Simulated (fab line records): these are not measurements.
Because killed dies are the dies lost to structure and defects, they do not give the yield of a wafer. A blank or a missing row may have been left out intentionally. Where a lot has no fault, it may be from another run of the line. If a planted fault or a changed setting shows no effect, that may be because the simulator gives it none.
Which tool was responsible? | flow n5Finfet | Sampling: 9 lots, 26 wafers, 5 of 1938 route steps

## WHAT THE GAUGES SHOWED, per wafer
N5_BEOL_M4_RC_MEAS_101.
lot  | measured     | on        | DIBL_N (mV/V)
L299 | day 8 04:22  | prober-02 | 35.3 34.0 35.9
L300 | day 8 14:21  | prober-02 | 36.6 33.5 35.1
L301 | day 8 21:01  | prober-02 | 32.6 29.3 34.5
L302 | day 9 03:10  | prober-01 | 36.8 36.2 34.8
L308 | day 10 22:18 | prober-01 | 36.8 38.1
L311 | day 11 12:02 | prober-01 | 34.1 33.9 32.4
L319 | day 13 15:16 | prober-01 | 36.2 34.7 34.8
L320 | day 13 20:48 | prober-02 | 35.1 37.9 37.0
L321 | day 14 09:07 | prober-02 | 35.7 35.4 35.6

## TOOL THAT RAN EACH LOT (tool first, then ch and the chambers of the sampled wafers, then the start)
lot  | N5_BEOL_M0_SAQP_PECVD_04        | N5_BEOL_M0_SAQP_RECESS_114        | N5_BEOL_M0_SAQP_ETCH_102        | N5_BEOL_M0_SAQP_ETCH_106
L299 | pecvd-02 ch 1,2, day 5 17:03    | vaporEtch-02 ch 0,1, day 5 18:16  | rieSi-05 ch 0,1, day 5 19:58    | rieDiel-04 ch 0,2,3, day 5 20:34
L300 | pecvd-04 ch 0,2, day 6 00:39    | vaporEtch-02 ch 0,1, day 6 01:55  | rieSi-06 ch 0,2,3, day 6 03:12  | rieDiel-04 ch 0,3, day 6 03:48
L301 | pecvd-04 ch 0,1, day 6 01:41    | vaporEtch-01 ch 0,1, day 6 02:59  | rieSi-02 ch 0,3, day 6 04:05    | rieDiel-06 ch 1,2,3, day 6 04:40
L302 | pecvd-04 ch 0,2, day 6 11:59    | vaporEtch-02 ch 0,1, day 6 13:10  | rieSi-06 ch 0,1,3, day 6 14:28  | rieDiel-06 ch 0,1, day 6 15:01
L308 | pecvd-04 ch 0, day 8 03:41      | vaporEtch-02 ch 0, day 8 04:55    | rieSi-06 ch 1,2, day 8 06:16    | rieDiel-06 ch 0,3, day 8 06:49
L311 | pecvd-02 ch 0,1,2, day 9 01:11  | vaporEtch-01 ch 0,1, day 9 02:14  | rieSi-05 ch 0,1,2, day 9 03:41  | rieDiel-04 ch 0,2, day 9 04:14
L319 | pecvd-04 ch 0,1,2, day 11 04:08 | vaporEtch-02 ch 0,1, day 11 05:23 | rieSi-02 ch 1,2,3, day 11 06:35 | rieDiel-01 ch 0,3, day 11 07:08
L320 | pecvd-03 ch 0,1,2, day 11 07:50 | vaporEtch-02 ch 0,1, day 11 09:01 | rieSi-02 ch 0,1,3, day 11 10:13 | rieDiel-06 ch 1,2, day 11 10:59
L321 | pecvd-04 ch 1,2, day 11 13:44   | vaporEtch-02 ch 0,1, day 11 14:47 | rieSi-02 ch 0,2,3, day 11 15:59 | rieDiel-06 ch 0,1,2, day 11 16:33
- N5_BEOL_M0_SAQP_PECVD_04: deposits a-Si from SiH4/He, target thk 60 nm, time 60.2 s.
- N5_BEOL_M0_SAQP_RECESS_114: chemistry HF/NH3, target SiO2, target depth 14.4 nm, afs cycles 3, sublimation time 60 s.
- N5_BEOL_M0_SAQP_ETCH_102: etches SiO2 in CF4, target depth 4 nm, time 4.4 s.
- N5_BEOL_M0_SAQP_ETCH_106: etches SOC in N2/H2, stops on SiNx, target depth 150 nm.

## THE ANSWER, worked out from the rows above alone
Rule: the lots themselves supply what counts as usual. The widest of any qualifying gaps counts: lots, ordered by their means at a reading, are off when they make up no more than a third of the lots, leave a main group of 4 or more, and stand apart from it by 3 or more times the standard deviation of that group's means. The tables above print the reading to a certain number of digits; a main group whose means all agree to those digits is not used. Also off: a lot with no number at a reading for which 4 or more lots have one. Where the step has rows for the other lots, those lots are counted as sound.
Nothing can be told from this: no lot is off at any reading shown.

## WHAT HAD BEEN PUT IN BY THE SIMULATOR
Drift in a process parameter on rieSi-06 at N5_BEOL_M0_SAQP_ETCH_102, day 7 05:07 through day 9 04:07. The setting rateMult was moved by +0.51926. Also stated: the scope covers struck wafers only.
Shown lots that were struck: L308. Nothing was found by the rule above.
